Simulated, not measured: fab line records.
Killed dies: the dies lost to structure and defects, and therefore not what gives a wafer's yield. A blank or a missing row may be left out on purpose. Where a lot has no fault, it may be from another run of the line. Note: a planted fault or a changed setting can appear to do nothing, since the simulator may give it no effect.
fab line records || flow n5-finfet || part 2 of 2: steps 24 to 30 of 30
record {"lots": 5, "wafers": 15, "last-day": 17}
route steps=1938 shown DUMMY_GATE@247 SPACER0@258 SD_EPI_N@262
lots untouched by any fault: they come from a run of this same line in which no faults occurred
start-h: start of the lot's first displayed wafer, in hours after the record's first day || wait-h: hours from the lot's prior step to this one || " identical to the entry in the row above || L1.1+2: one row covering several wafers at once || - no value present, or no start provided || * or withheld: withheld || < > ~ a bound
route shown NAME@n: a module of which the file shows steps, and the number in the route of the first || usual: average and standard deviation across the fault-free wafers || same: alike in all rows || chamber/n: place in a boat || sites: each site's reading || _std_site: the standard deviation of these || _edge_site: the outer-site mean with the inner-site mean subtracted || radius-mm: for every site, how far away it sits from the centre of the wafer || mask NAME#n: copy n || behind: tool/chamber where the wafer was last shaped || hold: cause of the lot's hold/its duration in hours/its outcome || device: the transistor (n, p or np) that didn't switch || end of line: the route-end tests of the same wafers || a step with no rows: only its recipe || killed: dies that structure and defects cost at the first sort, which is not the same as the wafer's yield || map: a wafer's dies, x killed, . not, _ none there
set.NAME: setting as actually run; set.NAME@STEP: the setting as run at that earlier step || model.NAME: the simulator's own value behind a step, which no gauge read
certain route steps with their lots: each step a table, each wafer a row
services: when a tool's chamber went out of use (start-h, in hours from the record's first day, below 0 if earlier), for how many hours, and the reason
## steps
# step N5_SD_EPI_N_CD_MEAS_09
# recipe {"target-cd-nm": 120, "landing-energy-ev": 500, "detector": "se-inlens"}
# usual {"cd-nm": "120.0/0.79"}
{"lot.wafer": "L079.1", "tool": "cd-sem-03", "chamber": 0, "start-h": 80.15, "wait-h": "-", "cd-nm": 119.5}
{"lot.wafer": "L079.4", "tool": "cd-sem-03", "chamber": 0, "start-h": 80.15, "wait-h": "-", "cd-nm": 119.1}
{"lot.wafer": "L079.6", "tool": "cd-sem-03", "chamber": 0, "start-h": 80.15, "wait-h": "-", "cd-nm": 118.3}
{"lot.wafer": "L083.1", "tool": "cd-sem-03", "chamber": 0, "start-h": 103.08, "wait-h": "-", "cd-nm": 119.1}
{"lot.wafer": "L083.2", "tool": "cd-sem-03", "chamber": 0, "start-h": 103.08, "wait-h": "-", "cd-nm": 119.8}
{"lot.wafer": "L083.5", "tool": "cd-sem-03", "chamber": 0, "start-h": 103.08, "wait-h": "-", "cd-nm": 119.0}
{"lot.wafer": "L094.1", "tool": "cd-sem-03", "chamber": 0, "start-h": 169.74, "wait-h": "-", "cd-nm": 121.2}
{"lot.wafer": "L094.2", "tool": "cd-sem-03", "chamber": 0, "start-h": 169.74, "wait-h": "-", "cd-nm": 120.6}
{"lot.wafer": "L094.3", "tool": "cd-sem-03", "chamber": 0, "start-h": 169.74, "wait-h": "-", "cd-nm": 120.3}
{"lot.wafer": "L095.2", "tool": "cd-sem-03", "chamber": 0, "start-h": 173.55, "wait-h": "-", "cd-nm": 119.5}
{"lot.wafer": "L095.4", "tool": "cd-sem-03", "chamber": 0, "start-h": 173.55, "wait-h": "-", "cd-nm": 119.3}
{"lot.wafer": "L095.5", "tool": "cd-sem-03", "chamber": 0, "start-h": 173.55, "wait-h": "-", "cd-nm": 119.6}
{"lot.wafer": "L096.2", "tool": "cd-sem-02", "chamber": 0, "start-h": 179.59, "wait-h": "-", "cd-nm": 119.7}
{"lot.wafer": "L096.3", "tool": "cd-sem-02", "chamber": 0, "start-h": 179.59, "wait-h": "-", "cd-nm": 119.8}
{"lot.wafer": "L096.4", "tool": "cd-sem-02", "chamber": 0, "start-h": 179.59, "wait-h": "-", "cd-nm": 118.9}
# step N5_SD_EPI_N_OVL_MEAS_10
# recipe {"points-per-wafer": 44}
# usual {"SD_N_BLK_OVL": "0.3/0.79"}
# same {"points-per-wafer": 44}
{"lot.wafer": "L079.1", "tool": "overlay-02", "chamber": 0, "start-h": 80.18, "wait-h": 0.0, "SD_N_BLK_OVL[nm]": -0.4}
{"lot.wafer": "L079.4", "tool": "overlay-02", "chamber": 0, "start-h": 80.18, "wait-h": 0.0, "SD_N_BLK_OVL[nm]": 1.4}
{"lot.wafer": "L079.6", "tool": "overlay-02", "chamber": 0, "start-h": 80.18, "wait-h": 0.0, "SD_N_BLK_OVL[nm]": 1.8}
{"lot.wafer": "L083.1", "tool": "overlay-02", "chamber": 0, "start-h": 103.11, "wait-h": 0.0, "SD_N_BLK_OVL[nm]": 0.5}
{"lot.wafer": "L083.2", "tool": "overlay-02", "chamber": 0, "start-h": 103.11, "wait-h": 0.0, "SD_N_BLK_OVL[nm]": -0.1}
{"lot.wafer": "L083.5", "tool": "overlay-02", "chamber": 0, "start-h": 103.11, "wait-h": 0.0, "SD_N_BLK_OVL[nm]": 0.6}
{"lot.wafer": "L094.1", "tool": "overlay-02", "chamber": 0, "start-h": 169.77, "wait-h": 0.0, "SD_N_BLK_OVL[nm]": 0.0}
{"lot.wafer": "L094.2", "tool": "overlay-02", "chamber": 0, "start-h": 169.77, "wait-h": 0.0, "SD_N_BLK_OVL[nm]": -0.1}
{"lot.wafer": "L094.3", "tool": "overlay-02", "chamber": 0, "start-h": 169.77, "wait-h": 0.0, "SD_N_BLK_OVL[nm]": -0.9}
{"lot.wafer": "L095.2", "tool": "overlay-02", "chamber": 0, "start-h": 173.58, "wait-h": 0.0, "SD_N_BLK_OVL[nm]": 0.0}
{"lot.wafer": "L095.4", "tool": "overlay-02", "chamber": 0, "start-h": 173.58, "wait-h": 0.0, "SD_N_BLK_OVL[nm]": -0.2}
{"lot.wafer": "L095.5", "tool": "overlay-02", "chamber": 0, "start-h": 173.58, "wait-h": 0.0, "SD_N_BLK_OVL[nm]": 1.3}
{"lot.wafer": "L096.2", "tool": "overlay-01", "chamber": 0, "start-h": 179.62, "wait-h": 0.0, "SD_N_BLK_OVL[nm]": 0.2}
{"lot.wafer": "L096.3", "tool": "overlay-01", "chamber": 0, "start-h": 179.62, "wait-h": 0.0, "SD_N_BLK_OVL[nm]": -0.1}
{"lot.wafer": "L096.4", "tool": "overlay-01", "chamber": 0, "start-h": 179.62, "wait-h": 0.0, "SD_N_BLK_OVL[nm]": -0.5}
# step N5_SD_EPI_N_INSPECT_11
# recipe {"mode": "adi", "inspect-instrument": "macro"}
# usual {"raw-defect-count": "2.0/1.3"}
{"lot.wafer": "L079.1", "tool": "defect-inspect-01", "chamber": "-", "start-h": 80.21, "wait-h": 0.0, "raw-defect-count": 3}
{"lot.wafer": "L079.4", "tool": "defect-inspect-01", "chamber": "-", "start-h": 80.21, "wait-h": 0.0, "raw-defect-count": 1}
{"lot.wafer": "L079.6", "tool": "defect-inspect-01", "chamber": "-", "start-h": 80.21, "wait-h": 0.0, "raw-defect-count": 1}
{"lot.wafer": "L083.1", "tool": "defect-inspect-01", "chamber": "-", "start-h": 103.14, "wait-h": 0.0, "raw-defect-count": 2}
{"lot.wafer": "L083.2", "tool": "defect-inspect-01", "chamber": "-", "start-h": 103.14, "wait-h": 0.0, "raw-defect-count": 0}
{"lot.wafer": "L083.5", "tool": "defect-inspect-01", "chamber": "-", "start-h": 103.14, "wait-h": 0.0, "raw-defect-count": 2}
{"lot.wafer": "L094.1", "tool": "defect-inspect-01", "chamber": "-", "start-h": 169.80, "wait-h": 0.0, "raw-defect-count": 2}
{"lot.wafer": "L094.2", "tool": "defect-inspect-01", "chamber": "-", "start-h": 169.80, "wait-h": 0.0, "raw-defect-count": 0}
{"lot.wafer": "L094.3", "tool": "defect-inspect-01", "chamber": "-", "start-h": 169.80, "wait-h": 0.0, "raw-defect-count": 3}
{"lot.wafer": "L095.2", "tool": "defect-inspect-01", "chamber": "-", "start-h": 173.60, "wait-h": 0.0, "raw-defect-count": 3}
{"lot.wafer": "L095.4", "tool": "defect-inspect-01", "chamber": "-", "start-h": 173.60, "wait-h": 0.0, "raw-defect-count": 4}
{"lot.wafer": "L095.5", "tool": "defect-inspect-01", "chamber": "-", "start-h": 173.60, "wait-h": 0.0, "raw-defect-count": 3}
{"lot.wafer": "L096.2", "tool": "defect-inspect-02", "chamber": "-", "start-h": 179.65, "wait-h": 0.0, "raw-defect-count": 2}
{"lot.wafer": "L096.3", "tool": "defect-inspect-02", "chamber": "-", "start-h": 179.65, "wait-h": 0.0, "raw-defect-count": 2}
{"lot.wafer": "L096.4", "tool": "defect-inspect-02", "chamber": "-", "start-h": 179.65, "wait-h": 0.0, "raw-defect-count": 2}
# step N5_SD_EPI_N_DESCUM_14
# recipe {"chemistry": "O2", "time-s": 7.9, "source-power-w": 50, "bias-power-w": 20, "pressure-mtorr": 20, "rf-frequency-hz": 2.712e+07, "temp-c": 40, "resist": "CAR-ArF-block", "o2-flow-sccm": 225}
# usual {"drypump-motor-current-A": "5.9/0.49", "oes-product-au": "0.80/0.099", "rf-vpp-V": "243.0/1.3", "showerhead-plenum-p-Torr": "2.08/0.055", "throttle-valve-pct": "20.40/0.26"}
{"lot.wafer": "L079.1", "tool": "rie-diel-03", "chamber": 0, "start-h": 80.27, "wait-h": 0.1, "drypump-motor-current-A": 5.8, "oes-product-au": 0.94, "rf-hours-counter-h": 7, "rf-vpp-V": 244.7, "showerhead-plenum-p-Torr": 2.05, "throttle-valve-pct": 20.30}
{"lot.wafer": "L079.4", "tool": "rie-diel-03", "chamber": 2, "start-h": 80.27, "wait-h": 0.1, "drypump-motor-current-A": 6.6, "oes-product-au": 0.92, "rf-hours-counter-h": 16, "rf-vpp-V": 241.9, "showerhead-plenum-p-Torr": 2.06, "throttle-valve-pct": 20.17}
{"lot.wafer": "L079.6", "tool": "rie-diel-03", "chamber": 2, "start-h": 80.27, "wait-h": 0.1, "drypump-motor-current-A": 6.6, "oes-product-au": 0.92, "rf-hours-counter-h": "-", "rf-vpp-V": 242.2, "showerhead-plenum-p-Torr": 2.06, "throttle-valve-pct": 20.19}
{"lot.wafer": "L083.1", "tool": "rie-diel-03", "chamber": 1, "start-h": 103.17, "wait-h": 0.0, "drypump-motor-current-A": 5.1, "oes-product-au": 0.73, "rf-hours-counter-h": 195, "rf-vpp-V": 243.1, "showerhead-plenum-p-Torr": 2.10, "throttle-valve-pct": 20.49}
{"lot.wafer": "L083.2", "tool": "rie-diel-03", "chamber": 0, "start-h": 103.17, "wait-h": 0.0, "drypump-motor-current-A": 5.8, "oes-product-au": 0.93, "rf-hours-counter-h": 15, "rf-vpp-V": 243.3, "showerhead-plenum-p-Torr": 2.05, "throttle-valve-pct": 20.30}
{"lot.wafer": "L083.5", "tool": "rie-diel-03", "chamber": 3, "start-h": 103.17, "wait-h": 0.0, "drypump-motor-current-A": 6.3, "oes-product-au": 0.72, "rf-hours-counter-h": "-", "rf-vpp-V": 242.2, "showerhead-plenum-p-Torr": 2.07, "throttle-valve-pct": 20.51}
{"lot.wafer": "L094.1", "tool": "rie-diel-03", "chamber": 3, "start-h": 169.83, "wait-h": 0.0, "drypump-motor-current-A": 6.3, "oes-product-au": 0.71, "rf-hours-counter-h": 218, "rf-vpp-V": 243.8, "showerhead-plenum-p-Torr": 2.07, "throttle-valve-pct": 20.54}
{"lot.wafer": "L094.2", "tool": "rie-diel-03", "chamber": 0, "start-h": 169.83, "wait-h": 0.0, "drypump-motor-current-A": 5.8, "oes-product-au": 0.88, "rf-hours-counter-h": 36, "rf-vpp-V": 243.0, "showerhead-plenum-p-Torr": 2.04, "throttle-valve-pct": 20.34}
{"lot.wafer": "L094.3", "tool": "rie-diel-03", "chamber": 2, "start-h": 169.83, "wait-h": 0.0, "drypump-motor-current-A": 6.6, "oes-product-au": 0.87, "rf-hours-counter-h": 48, "rf-vpp-V": 242.0, "showerhead-plenum-p-Torr": 2.05, "throttle-valve-pct": 20.24}
{"lot.wafer": "L095.2", "tool": "rie-diel-04", "chamber": 1, "start-h": 174.54, "wait-h": 0.9, "drypump-motor-current-A": 6.4, "oes-product-au": 0.90, "rf-hours-counter-h": 29, "rf-vpp-V": 245.1, "showerhead-plenum-p-Torr": 2.24, "throttle-valve-pct": 20.64}
{"lot.wafer": "L095.4", "tool": "rie-diel-04", "chamber": 0, "start-h": 174.54, "wait-h": 0.9, "drypump-motor-current-A": 5.7, "oes-product-au": 0.94, "rf-hours-counter-h": "-", "rf-vpp-V": 243.0, "showerhead-plenum-p-Torr": 2.05, "throttle-valve-pct": 20.46}
{"lot.wafer": "L095.5", "tool": "rie-diel-04", "chamber": 2, "start-h": 174.54, "wait-h": 0.9, "drypump-motor-current-A": 5.9, "oes-product-au": 0.66, "rf-hours-counter-h": "-", "rf-vpp-V": 241.6, "showerhead-plenum-p-Torr": 2.00, "throttle-valve-pct": 20.48}
{"lot.wafer": "L096.2", "tool": "rie-diel-03", "chamber": 3, "start-h": 179.68, "wait-h": 0.0, "drypump-motor-current-A": 6.3, "oes-product-au": 0.69, "rf-hours-counter-h": 222, "rf-vpp-V": 243.1, "showerhead-plenum-p-Torr": 2.06, "throttle-valve-pct": 20.57}
{"lot.wafer": "L096.3", "tool": "rie-diel-03", "chamber": 1, "start-h": 179.68, "wait-h": 0.0, "drypump-motor-current-A": 5.1, "oes-product-au": 0.70, "rf-hours-counter-h": 222, "rf-vpp-V": 242.2, "showerhead-plenum-p-Torr": 2.09, "throttle-valve-pct": 20.54}
{"lot.wafer": "L096.4", "tool": "rie-diel-03", "chamber": 2, "start-h": 179.68, "wait-h": 0.0, "drypump-motor-current-A": 6.6, "oes-product-au": 0.86, "rf-hours-counter-h": 51, "rf-vpp-V": 241.6, "showerhead-plenum-p-Torr": 2.05, "throttle-valve-pct": 20.23}
# step N5_SD_EPI_N_ETCH_34
# recipe {"chemistry": "CF4", "target": "SiARC", "target-depth-a": 455, "mask-material": "CAR-ArF-block", "time-s": 75.8, "ion-energy-ev": 80, "pressure-mtorr": 40, "source-w": 545, "bias-w": 36, "Ar_flow_sccm": 100, "cf4-flow-sccm": 100, "ends": "cleared"}
# usual {"drypump-motor-current-A": "5.9/0.5", "etch-rf-on-time-s": "75.3/1.8", "oes-product-au": "0.68/0.08", "rf-vpp-V": "183.9/1", "showerhead-plenum-p-Torr": "2.13/0.054", "throttle-valve-pct": "15.57/0.24"}
{"lot.wafer": "L079.1", "tool": "rie-diel-03", "chamber": 0, "start-h": 80.31, "wait-h": 0.0, "drypump-motor-current-A": 5.8, "etch-rf-on-time-s": 74.6, "oes-product-au": 0.81, "rf-hours-counter-h": 7, "rf-vpp-V": 184.5, "showerhead-plenum-p-Torr": 2.10, "throttle-valve-pct": 15.44}
{"lot.wafer": "L079.4", "tool": "rie-diel-03", "chamber": 2, "start-h": 80.31, "wait-h": 0.0, "drypump-motor-current-A": 6.6, "etch-rf-on-time-s": 75.9, "oes-product-au": 0.76, "rf-hours-counter-h": 16, "rf-vpp-V": 185.1, "showerhead-plenum-p-Torr": 2.11, "throttle-valve-pct": 15.32}
{"lot.wafer": "L079.6", "tool": "rie-diel-03", "chamber": 2, "start-h": 80.31, "wait-h": 0.0, "drypump-motor-current-A": 6.6, "etch-rf-on-time-s": 75.4, "oes-product-au": 0.78, "rf-hours-counter-h": "-", "rf-vpp-V": 184.5, "showerhead-plenum-p-Torr": 2.11, "throttle-valve-pct": 15.31}
{"lot.wafer": "L083.1", "tool": "rie-diel-03", "chamber": 1, "start-h": 103.21, "wait-h": 0.0, "drypump-motor-current-A": 5.1, "etch-rf-on-time-s": 74.2, "oes-product-au": 0.63, "rf-hours-counter-h": 195, "rf-vpp-V": 183.0, "showerhead-plenum-p-Torr": 2.13, "throttle-valve-pct": 15.62}
{"lot.wafer": "L083.2", "tool": "rie-diel-03", "chamber": 0, "start-h": 103.21, "wait-h": 0.0, "drypump-motor-current-A": 5.8, "etch-rf-on-time-s": 74.2, "oes-product-au": 0.79, "rf-hours-counter-h": 15, "rf-vpp-V": 183.6, "showerhead-plenum-p-Torr": 2.10, "throttle-valve-pct": 15.45}
{"lot.wafer": "L083.5", "tool": "rie-diel-03", "chamber": 3, "start-h": 103.21, "wait-h": 0.0, "drypump-motor-current-A": 6.3, "etch-rf-on-time-s": 72.9, "oes-product-au": 0.63, "rf-hours-counter-h": "-", "rf-vpp-V": 184.3, "showerhead-plenum-p-Torr": 2.13, "throttle-valve-pct": 15.70}
{"lot.wafer": "L094.1", "tool": "rie-diel-03", "chamber": 3, "start-h": 169.87, "wait-h": 0.0, "drypump-motor-current-A": 6.3, "etch-rf-on-time-s": 73.1, "oes-product-au": 0.61, "rf-hours-counter-h": 218, "rf-vpp-V": 182.7, "showerhead-plenum-p-Torr": 2.12, "throttle-valve-pct": 15.74}
{"lot.wafer": "L094.2", "tool": "rie-diel-03", "chamber": 0, "start-h": 169.87, "wait-h": 0.0, "drypump-motor-current-A": 5.8, "etch-rf-on-time-s": 74.1, "oes-product-au": 0.75, "rf-hours-counter-h": 36, "rf-vpp-V": 182.8, "showerhead-plenum-p-Torr": 2.09, "throttle-valve-pct": 15.52}
{"lot.wafer": "L094.3", "tool": "rie-diel-03", "chamber": 2, "start-h": 169.87, "wait-h": 0.0, "drypump-motor-current-A": 6.6, "etch-rf-on-time-s": 75.5, "oes-product-au": 0.72, "rf-hours-counter-h": 48, "rf-vpp-V": 184.1, "showerhead-plenum-p-Torr": 2.10, "throttle-valve-pct": 15.40}
{"lot.wafer": "L095.2", "tool": "rie-diel-04", "chamber": 1, "start-h": 174.58, "wait-h": 0.0, "drypump-motor-current-A": 6.4, "etch-rf-on-time-s": 74.8, "oes-product-au": 0.78, "rf-hours-counter-h": 29, "rf-vpp-V": 184.4, "showerhead-plenum-p-Torr": 2.26, "throttle-valve-pct": 15.62}
{"lot.wafer": "L095.4", "tool": "rie-diel-04", "chamber": 0, "start-h": 174.58, "wait-h": 0.0, "drypump-motor-current-A": 5.7, "etch-rf-on-time-s": 74.0, "oes-product-au": 0.80, "rf-hours-counter-h": "-", "rf-vpp-V": 184.7, "showerhead-plenum-p-Torr": 2.11, "throttle-valve-pct": 15.63}
{"lot.wafer": "L095.5", "tool": "rie-diel-04", "chamber": 2, "start-h": 174.58, "wait-h": 0.0, "drypump-motor-current-A": 5.9, "etch-rf-on-time-s": 77.9, "oes-product-au": 0.56, "rf-hours-counter-h": "-", "rf-vpp-V": 183.6, "showerhead-plenum-p-Torr": 2.03, "throttle-valve-pct": 15.62}
{"lot.wafer": "L096.2", "tool": "rie-diel-03", "chamber": 3, "start-h": 179.72, "wait-h": 0.0, "drypump-motor-current-A": 6.3, "etch-rf-on-time-s": 73.6, "oes-product-au": 0.60, "rf-hours-counter-h": 222, "rf-vpp-V": 184.7, "showerhead-plenum-p-Torr": 2.12, "throttle-valve-pct": 15.77}
{"lot.wafer": "L096.3", "tool": "rie-diel-03", "chamber": 1, "start-h": 179.72, "wait-h": 0.0, "drypump-motor-current-A": 5.1, "etch-rf-on-time-s": 75.1, "oes-product-au": 0.61, "rf-hours-counter-h": 222, "rf-vpp-V": 183.4, "showerhead-plenum-p-Torr": 2.12, "throttle-valve-pct": 15.67}
{"lot.wafer": "L096.4", "tool": "rie-diel-03", "chamber": 2, "start-h": 179.72, "wait-h": 0.0, "drypump-motor-current-A": 6.6, "etch-rf-on-time-s": 75.3, "oes-product-au": 0.72, "rf-hours-counter-h": 51, "rf-vpp-V": 184.8, "showerhead-plenum-p-Torr": 2.10, "throttle-valve-pct": 15.39}
# step N5_SD_EPI_N_ETCH_35
# recipe {"chemistry": "N2/H2", "target": "SOC", "overetch-a": 1080, "mask-material": "SiARC", "temp-c": 40, "ion-energy-ev": 100, "source-w": 3000, "bias-w": 133, "pressure-mtorr": 20, "time-s": 486, "n2-flow-sccm": 200, "h2-flow-sccm": 200}
# usual {"drypump-motor-current-A": "5.9/0.49", "oes-product-au": "0.71/0.083", "rf-vpp-V": "240.4/1.3", "showerhead-plenum-p-Torr": "2.51/0.069", "throttle-valve-pct": "23.73/0.29"}
{"lot.wafer": "L079.1", "tool": "rie-diel-03", "chamber": 0, "start-h": 80.36, "wait-h": 0.0, "drypump-motor-current-A": 5.8, "oes-product-au": 0.84, "rf-hours-counter-h": 7, "rf-vpp-V": 239.5, "showerhead-plenum-p-Torr": 2.50, "throttle-valve-pct": 23.94}
{"lot.wafer": "L079.4", "tool": "rie-diel-03", "chamber": 2, "start-h": 80.36, "wait-h": 0.0, "drypump-motor-current-A": 6.6, "oes-product-au": 0.81, "rf-hours-counter-h": 16, "rf-vpp-V": 240.1, "showerhead-plenum-p-Torr": 2.49, "throttle-valve-pct": 23.77}
{"lot.wafer": "L079.6", "tool": "rie-diel-03", "chamber": 2, "start-h": 80.36, "wait-h": 0.0, "drypump-motor-current-A": 6.6, "oes-product-au": 0.82, "rf-hours-counter-h": "-", "rf-vpp-V": 240.1, "showerhead-plenum-p-Torr": 2.49, "throttle-valve-pct": 23.77}
{"lot.wafer": "L083.1", "tool": "rie-diel-03", "chamber": 1, "start-h": 103.26, "wait-h": 0.0, "drypump-motor-current-A": 5.1, "oes-product-au": 0.65, "rf-hours-counter-h": 195, "rf-vpp-V": 239.7, "showerhead-plenum-p-Torr": 2.51, "throttle-valve-pct": 23.44}
{"lot.wafer": "L083.2", "tool": "rie-diel-03", "chamber": 0, "start-h": 103.26, "wait-h": 0.0, "drypump-motor-current-A": 5.8, "oes-product-au": 0.82, "rf-hours-counter-h": 15, "rf-vpp-V": 241.3, "showerhead-plenum-p-Torr": 2.50, "throttle-valve-pct": 23.96}
{"lot.wafer": "L083.5", "tool": "rie-diel-03", "chamber": 3, "start-h": 103.26, "wait-h": 0.0, "drypump-motor-current-A": 6.4, "oes-product-au": 0.64, "rf-hours-counter-h": "-", "rf-vpp-V": 240.4, "showerhead-plenum-p-Torr": 2.51, "throttle-valve-pct": 23.91}
{"lot.wafer": "L094.1", "tool": "rie-diel-03", "chamber": 3, "start-h": 169.92, "wait-h": 0.0, "drypump-motor-current-A": 6.3, "oes-product-au": 0.63, "rf-hours-counter-h": 218, "rf-vpp-V": 239.3, "showerhead-plenum-p-Torr": 2.50, "throttle-valve-pct": 23.93}
{"lot.wafer": "L094.2", "tool": "rie-diel-03", "chamber": 0, "start-h": 169.92, "wait-h": 0.0, "drypump-motor-current-A": 5.8, "oes-product-au": 0.78, "rf-hours-counter-h": 36, "rf-vpp-V": 238.8, "showerhead-plenum-p-Torr": 2.49, "throttle-valve-pct": 23.98}
{"lot.wafer": "L094.3", "tool": "rie-diel-03", "chamber": 2, "start-h": 169.92, "wait-h": 0.0, "drypump-motor-current-A": 6.6, "oes-product-au": 0.76, "rf-hours-counter-h": 48, "rf-vpp-V": 241.1, "showerhead-plenum-p-Torr": 2.48, "throttle-valve-pct": 23.83}
{"lot.wafer": "L095.2", "tool": "rie-diel-04", "chamber": 1, "start-h": 174.63, "wait-h": 0.0, "drypump-motor-current-A": 6.4, "oes-product-au": 0.81, "rf-hours-counter-h": 29, "rf-vpp-V": 242.0, "showerhead-plenum-p-Torr": 2.71, "throttle-valve-pct": 24.10}
{"lot.wafer": "L095.4", "tool": "rie-diel-04", "chamber": 0, "start-h": 174.63, "wait-h": 0.0, "drypump-motor-current-A": 5.7, "oes-product-au": 0.84, "rf-hours-counter-h": "-", "rf-vpp-V": 239.5, "showerhead-plenum-p-Torr": 2.48, "throttle-valve-pct": 23.87}
{"lot.wafer": "L095.5", "tool": "rie-diel-04", "chamber": 2, "start-h": 174.63, "wait-h": 0.0, "drypump-motor-current-A": 5.9, "oes-product-au": 0.60, "rf-hours-counter-h": "-", "rf-vpp-V": 238.6, "showerhead-plenum-p-Torr": 2.40, "throttle-valve-pct": 23.58}
{"lot.wafer": "L096.2", "tool": "rie-diel-03", "chamber": 3, "start-h": 179.77, "wait-h": 0.0, "drypump-motor-current-A": 6.3, "oes-product-au": 0.62, "rf-hours-counter-h": 222, "rf-vpp-V": 238.2, "showerhead-plenum-p-Torr": 2.50, "throttle-valve-pct": 23.94}
{"lot.wafer": "L096.3", "tool": "rie-diel-03", "chamber": 1, "start-h": 179.77, "wait-h": 0.0, "drypump-motor-current-A": 5.1, "oes-product-au": 0.63, "rf-hours-counter-h": 222, "rf-vpp-V": 239.1, "showerhead-plenum-p-Torr": 2.49, "throttle-valve-pct": 23.45}
{"lot.wafer": "L096.4", "tool": "rie-diel-03", "chamber": 2, "start-h": 179.77, "wait-h": 0.0, "drypump-motor-current-A": 6.6, "oes-product-au": 0.75, "rf-hours-counter-h": 52, "rf-vpp-V": 240.8, "showerhead-plenum-p-Torr": 2.48, "throttle-valve-pct": 23.83}
# step N5_SD_EPI_N_STRIP_36
# recipe {"chemistry": "N2/H2", "temp-c": 40, "n2-flow-sccm": 200, "h2-flow-sccm": 200, "rf-frequency-hz": 6e+07}
{"lot.wafer": "L079.1+4+6", "tool": "rie-diel-03", "chamber": "0,2,2", "start-h": 80.68, "wait-h": 0.2}
{"lot.wafer": "L083.1+2+5", "tool": "rie-diel-03", "chamber": "1,0,3", "start-h": 103.58, "wait-h": 0.2}
{"lot.wafer": "L094.1+2+3", "tool": "rie-diel-03", "chamber": "3,0,2", "start-h": 170.24, "wait-h": 0.2}
{"lot.wafer": "L095.2+4+5", "tool": "rie-diel-04", "chamber": "1,0,2", "start-h": 174.95, "wait-h": 0.2}
{"lot.wafer": "L096.2+3+4", "tool": "rie-diel-03", "chamber": "3,1,2", "start-h": 180.09, "wait-h": 0.2}
## services
{"tool": "arfi-scanner-03", "chamber": "-", "start-h": 56.82, "hours": 4.9, "kind": "pm"}
{"tool": "arfi-scanner-02", "chamber": "-", "start-h": 63.70, "hours": 1.1, "kind": "repair"}
{"tool": "arfi-scanner-02", "chamber": "-", "start-h": 67.32, "hours": 4.9, "kind": "pm"}
{"tool": "rie-diel-06", "chamber": 0, "start-h": 67.60, "hours": 9.2, "kind": "repair"}
{"tool": "wet-bench-05", "chamber": "-", "start-h": 73.76, "hours": 1.2, "kind": "repair"}
{"tool": "ald-sin-01", "chamber": "-", "start-h": 85.45, "hours": 14.0, "kind": "pm"}
{"tool": "arfi-scanner-02", "chamber": "-", "start-h": 86.75, "hours": 1.0, "kind": "pm"}
{"tool": "rie-diel-04", "chamber": 0, "start-h": 96.43, "hours": 3.4, "kind": "repair"}
{"tool": "arfi-scanner-01", "chamber": "-", "start-h": 100.42, "hours": 1.0, "kind": "pm"}
{"tool": "ald-sin-04", "chamber": 3, "start-h": 100.79, "hours": 3.7, "kind": "repair"}
{"tool": "arfi-scanner-01", "chamber": "-", "start-h": 106.40, "hours": 1.3, "kind": "pm"}
{"tool": "rie-si-04", "chamber": 2, "start-h": 123.07, "hours": 9.6, "kind": "repair"}
{"tool": "ald-sin-04", "chamber": 3, "start-h": 125.93, "hours": 8.6, "kind": "repair"}
{"tool": "rie-diel-01", "chamber": 3, "start-h": 135.36, "hours": 4.7, "kind": "repair"}
{"tool": "rie-diel-01", "chamber": 0, "start-h": 137.90, "hours": 2.9, "kind": "repair"}
{"tool": "arfi-scanner-03", "chamber": "-", "start-h": 151.34, "hours": 1.3, "kind": "pm"}
{"tool": "rie-diel-03", "chamber": 0, "start-h": 151.36, "hours": 2.6, "kind": "repair"}
{"tool": "arfi-scanner-02", "chamber": "-", "start-h": 151.77, "hours": 1.3, "kind": "pm"}
{"tool": "ald-sin-01", "chamber": 3, "start-h": 154.64, "hours": 3.3, "kind": "repair"}
{"tool": "arfi-scanner-03", "chamber": "-", "start-h": 159.54, "hours": 0.8, "kind": "pm"}
{"tool": "arfi-scanner-02", "chamber": "-", "start-h": 162.92, "hours": 0.8, "kind": "pm"}
{"tool": "arfi-scanner-03", "chamber": "-", "start-h": 163.03, "hours": 0.3, "kind": "repair"}
{"tool": "arfi-scanner-03", "chamber": "-", "start-h": 165.74, "hours": 1.0, "kind": "pm"}
{"tool": "rie-diel-04", "chamber": 3, "start-h": 172.52, "hours": 3.1, "kind": "repair"}
